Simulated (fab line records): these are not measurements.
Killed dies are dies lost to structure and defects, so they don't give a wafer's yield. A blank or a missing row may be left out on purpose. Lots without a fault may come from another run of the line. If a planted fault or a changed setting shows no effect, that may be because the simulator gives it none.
Matching of chambers | flow nand_harc | NHARC_A_SLIT_DEP_23 on pecvd-02 has 3 sister chambers
The step deposits SiON, target thk 100 nm. 27 wafers are shown with their chamber, then 12 later ones without.

== WAFERS PAIRED WITH THEIR CHAMBERS ==
wafer  | chamber | heater_power_w (W) | heater_power_outer_w (W) | rf_fwd_power_W (W)
L074.1 | 0       | 659                | 422                      | 346.4
L074.5 | 0       | 661                | 408                      | 346.7
L074.6 | 1       | 973                | 547                      | 348.9
L076.4 | 1       | 892                | 467                      | 348.0
L076.5 | 0       | 636                | 378                      | 349.1
L076.6 | 2       | 750                | 441                      | 347.7
L082.1 | 0       | 667                | 414                      | 346.5
L082.4 | 0       | 660                | 417                      | 349.0
L082.6 | 2       | 723                | 414                      | 347.9
L084.2 | 2       | 757                | 426                      | 348.8
L084.4 | 2       | 763                | 427                      | 349.1
L084.6 | 0       | 568                | 360                      | 347.2
L080.1 | 2       | 835                | 472                      | 347.3
L080.3 | 0       | 697                | 425                      | 348.2
L080.5 | 1       | 999                | 557                      | 347.8
L081.2 | 2       | 720                | 400                      | 349.1
L081.3 | 0       | 679                | 425                      | 348.3
L081.6 | 2       | 734                | 406                      | 349.7
L087.1 | 2       | 811                | 464                      | 350.5
L087.4 | 2       | 818                | 448                      | 349.4
L087.6 | 0       | 567                | 349                      | 347.7
L089.1 | 1       | 1040               | 575                      | 347.0
L089.4 | 2       | 731                | 418                      | 351.5
L089.6 | 1       | 1038               | 574                      | 347.8
L085.1 | 0       | 668                | 424                      | 349.8
L085.2 | 1       | 974                | 531                      | 347.7
L085.3 | 2       | 861                | 496                      | 349.4

SIGNATURES, as means of the wafers listed above
reading              | chamber 0 | chamber 1 | chamber 2 | scatter within a chamber
heater_power_w       | 646.20    | 986.00    | 773.00    | 48.8
heater_power_outer_w | 402.20    | 541.83    | 437.45    | 32
rf_fwd_power_W       | 347.890   | 347.867   | 349.127   | 1.11
Rule: a wafer lies at a distance from a chamber equal to the root of the sum of squares, over the readings, of (its reading less the chamber's mean, divided by the reading's scatter). If the next closest chamber is less than 2 further off than the closest, the wafer can't be placed; otherwise it belongs to the closest. How the scatter is found: for the shown wafers, subtract from each reading the mean of its chamber, square and add these, divide the total by (wafers less chambers), then take the root.

== WAFERS WITHOUT THEIR CHAMBER ==
wafer  | heater_power_w (W) | heater_power_outer_w (W) | rf_fwd_power_W (W)
L091.4 | 1035               | 572                      | 350.1
L091.5 | 808                | 458                      | 349.0
L091.6 | 618                | 391                      | 347.4
L093.2 | 664                | 410                      | 346.4
L093.3 | 774                | 435                      | 349.1
L093.4 | 940                | 515                      | 347.2
L095.1 | 640                | 425                      | 348.6
L095.3 | 817                | 498                      | 349.3
L095.6 | 1052               | 571                      | 347.3
L094.1 | 1031               | 578                      | 349.1
L094.2 | 654                | 426                      | 347.0
L094.5 | 1025               | 569                      | 349.6

== WHICH CHAMBER EACH WENT THROUGH ==
wafer  | from the rows above     | in truth
L091.4 | 1                       | 1
L091.5 | 2                       | 2
L091.6 | 0                       | 0
L093.2 | 0                       | 0
L093.3 | 2                       | 2
L093.4 | 1                       | 1
L095.1 | can't be placed: 0 or 2 | 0
L095.3 | can't be placed: 2 or 1 | 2
L095.6 | 1                       | 1
L094.1 | 1                       | 1
L094.2 | 0                       | 0
L094.5 | 1                       | 1
Placed correctly: 10 of 12. These rows do not allow placing 2 (true chamber among the candidates in 2). 0 placed wrongly.
